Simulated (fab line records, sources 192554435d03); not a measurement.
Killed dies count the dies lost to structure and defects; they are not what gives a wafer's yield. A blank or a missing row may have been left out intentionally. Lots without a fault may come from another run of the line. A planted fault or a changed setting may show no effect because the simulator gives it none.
One fault through the eyes of 2 desks + flow n5 finfet + every desk sees just its own numbers, and what lay behind them comes last

AT THE TOOL OWNER'S DESK: cvd co-02
The tool's own readings at N5_BEOL_M4_CVD_47 (deposits Co from CCTBA/H2, target thk 3 nm, time 223.8 s): means of the sampled wafers that have a number, for each lot that ran on this tool. If a lot's mean is further than 4 standard deviations from the usual mean, the lot is out of limits and carries the mark OUT (the distance appears in the brackets).
Columns: A = run length s at N5_BEOL_M4_CVD_47, usual 246.7 s
| lot  | first seen here | A                       |
|------|-----------------|-------------------------|
| L904 | day 8 12:25     | 246.6                   |
| L905 | day 10 06:52    | 246.9                   |
| L909 | day 11 08:04    | 246.8                   |
| L912 | day 11 14:05    | 246.8                   |
| L915 | day 12 20:27    | 302.4 (+99 or more) OUT |
| L925 | day 15 22:19    | 246.3                   |
| L924 | day 16 01:26    | 246.9                   |
This desk finds L915 out of limits, L915 being first, at day 12 20:27 (run length s at N5_BEOL_M4_CVD_47). Within limits: L904, L905, L909, L912, L925, L924.

METROLOGY DESK
What the gauges read, lot by lot, whatever tool the lot ran on: means of the sampled wafers that have a number. If a lot's mean is further than 4 standard deviations from the usual mean, the lot is out of limits and carries the mark OUT (the distance appears in the brackets). Of its 10 readings 7 are shown: those that lie furthest out on some lot.
Columns: A = DIBL_N at N5_BEOL_M4_RC_MEAS_101, usual 36.5 mV/V; B = DIBL_P at N5_BEOL_M4_RC_MEAS_101, usual 36.5 mV/V; C = IOFF_N at N5_BEOL_M4_RC_MEAS_101, usual 0.162 nA/um; D = ION_P at N5_BEOL_M4_RC_MEAS_101, usual 466 uA/um; E = SS_N at N5_BEOL_M4_RC_MEAS_101, usual 71.6 mV/dec; F = SS_P at N5_BEOL_M4_RC_MEAS_101, usual 73.3 mV/dec; G = VT_P at N5_BEOL_M4_RC_MEAS_101, usual -249 mV
| lot  | first seen here | A    | B    | C     | D   | E    | F    | G    |
|------|-----------------|------|------|-------|-----|------|------|------|
| L904 | day 8 15:49     | 37.4 | 35.2 | 0.157 | 462 | 71.7 | 73.3 | -251 |
| L905 | day 10 11:47    | 37.3 | 38.4 | 0.167 | 473 | 71.7 | 73.4 | -247 |
| L907 | day 10 19:10    | 35.6 | 33.6 | 0.135 | 464 | 71.8 | 72.4 | -248 |
| L909 | day 11 11:25    | 36.0 | 37.5 | 0.160 | 472 | 72.2 | 73.7 | -245 |
| L912 | day 11 17:20    | 35.7 | 35.9 | 0.150 | 462 | 71.4 | 73.1 | -251 |
| L915 | day 12 23:46    | 36.4 | 36.0 | 0.174 | 457 | 71.8 | 73.4 | -253 |
| L926 | day 15 21:52    | 35.2 | 34.6 | 0.167 | 476 | 71.4 | 72.8 | -244 |
| L925 | day 16 01:32    | 36.7 | 36.0 | 0.147 | 461 | 71.7 | 73.1 | -251 |
| L924 | day 16 04:32    | 37.0 | 35.7 | 0.153 | 464 | 71.7 | 73.4 | -249 |
| L927 | day 16 07:52    | 38.3 | 38.0 | 0.186 | 467 | 72.2 | 74.3 | -248 |
This desk's verdict: no lot among the 10 shows anything out of limits.

BROUGHT TOGETHER
At day 12 20:27, on L915, the tool owner's desk was in a position to raise an alarm.
Nothing out of limits was seen by the metrology desk.
The metrology desk holds a record of L915, inside its limits.
The lots listed all ran N5_BEOL_M4_CVD_47 on cvd co-02.

WHAT WAS PUT IN BY THE SIMULATOR
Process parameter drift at N5_BEOL_M4_CVD_47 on cvd co-02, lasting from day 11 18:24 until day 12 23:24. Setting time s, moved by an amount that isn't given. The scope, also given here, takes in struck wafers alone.
Shown lots that were struck: L915.
Hours from the fault's start to each desk's first reading out of limits: the tool owner's desk, 26.
